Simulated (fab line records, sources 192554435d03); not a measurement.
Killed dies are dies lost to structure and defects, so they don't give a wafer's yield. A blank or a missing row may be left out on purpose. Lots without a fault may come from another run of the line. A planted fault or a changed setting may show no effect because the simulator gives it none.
Chamber matching | flow n5_finfet | N5_BEOL_M2_ETCHBACK_99 on rie_diel-06: 4 sister chambers
The step etches SiO2 in CHF3, target depth 5 nm, time 10.4 s. 20 wafers are shown with their chamber, then 10 later ones without.

WAFERS WITH THEIR CHAMBER
wafer  | chamber | drypump_motor_current_A (A) | throttle_valve_pct (%) | showerhead_plenum_p_Torr (Torr)
L075.1 | 1       | 5.0                         | 16.85                  | 2.12
L075.2 | 3       | 6.4                         | 17.29                  | 2.16
L075.5 | 1       | 5.0                         | 16.86                  | 2.12
L080.2 | 3       | 6.4                         | 17.31                  | 2.16
L080.5 | 3       | 6.4                         | 17.30                  | 2.16
L080.6 | 2       | 5.4                         | 17.41                  | 2.23
L081.1 | 2       | 5.4                         | 17.41                  | 2.23
L081.2 | 0       | 5.7                         | 16.81                  | 2.10
L081.3 | 1       | 5.0                         | 16.88                  | 2.11
L084.1 | 0       | 5.7                         | 16.82                  | 2.10
L084.3 | 1       | 5.0                         | 16.87                  | 2.11
L084.6 | 2       | 5.4                         | 17.42                  | 2.23
L085.2 | 0       | 5.8                         | 16.83                  | 2.10
L085.5 | 3       | 6.4                         | 17.32                  | 2.15
L085.6 | 2       | 5.4                         | 17.45                  | 2.22
L091.3 | 1       | 5.0                         | 16.89                  | 2.10
L091.4 | 0       | 5.7                         | 16.85                  | 2.10
L091.6 | 2       | 5.4                         | 17.47                  | 2.22
L092.4 | 1       | 5.0                         | 16.90                  | 2.10
L092.5 | 0       | 5.7                         | 16.86                  | 2.09

SIGNATURES (means of the wafers above)
reading                  | chamber 0 | chamber 1 | chamber 2 | chamber 3 | scatter within a chamber
drypump_motor_current_A  | 5.720     | 5.000     | 5.400     | 6.400     | 0.0224
throttle_valve_pct       | 16.8340   | 16.8750   | 17.4320   | 17.3050   | 0.0207
showerhead_plenum_p_Torr | 2.0980    | 2.1100    | 2.2260    | 2.1575    | 0.0065
Rule: a wafer's distance from a chamber is the root of the sum, over the readings, of the square of ((its reading less the chamber's mean) divided by the reading's scatter). The wafer belongs to the nearest chamber; if the next one is less than 2 further off, it can't be placed. The scatter: the root of (the sum of the squares of (reading less its chamber's mean) over the shown wafers, divided by (wafers less chambers)).

WAFERS WITHOUT THEIR CHAMBER
wafer  | drypump_motor_current_A (A) | throttle_valve_pct (%) | showerhead_plenum_p_Torr (Torr)
L092.6 | 5.0                         | 16.89                  | 2.10
L093.1 | 5.4                         | 17.47                  | 2.22
L093.4 | 6.4                         | 17.37                  | 2.15
L093.6 | 6.4                         | 17.35                  | 2.15
L094.1 | 6.4                         | 17.35                  | 2.15
L094.2 | 5.7                         | 16.87                  | 2.09
L094.3 | 5.0                         | 16.93                  | 2.10
L096.1 | 5.4                         | 17.49                  | 2.21
L096.3 | 5.7                         | 16.89                  | 2.09
L096.4 | 5.4                         | 17.48                  | 2.21

WHICH CHAMBER EACH WENT THROUGH
wafer  | from the rows above | in truth
L092.6 | 1                   | 1
L093.1 | 2                   | 2
L093.4 | 3                   | 3
L093.6 | 3                   | 3
L094.1 | 3                   | 3
L094.2 | 0                   | 0
L094.3 | 1                   | 1
L096.1 | 2                   | 2
L096.3 | 0                   | 0
L096.4 | 2                   | 2
Placed correctly: 10 of 10. Can't be placed from these rows: 0. Placed wrongly: 0.
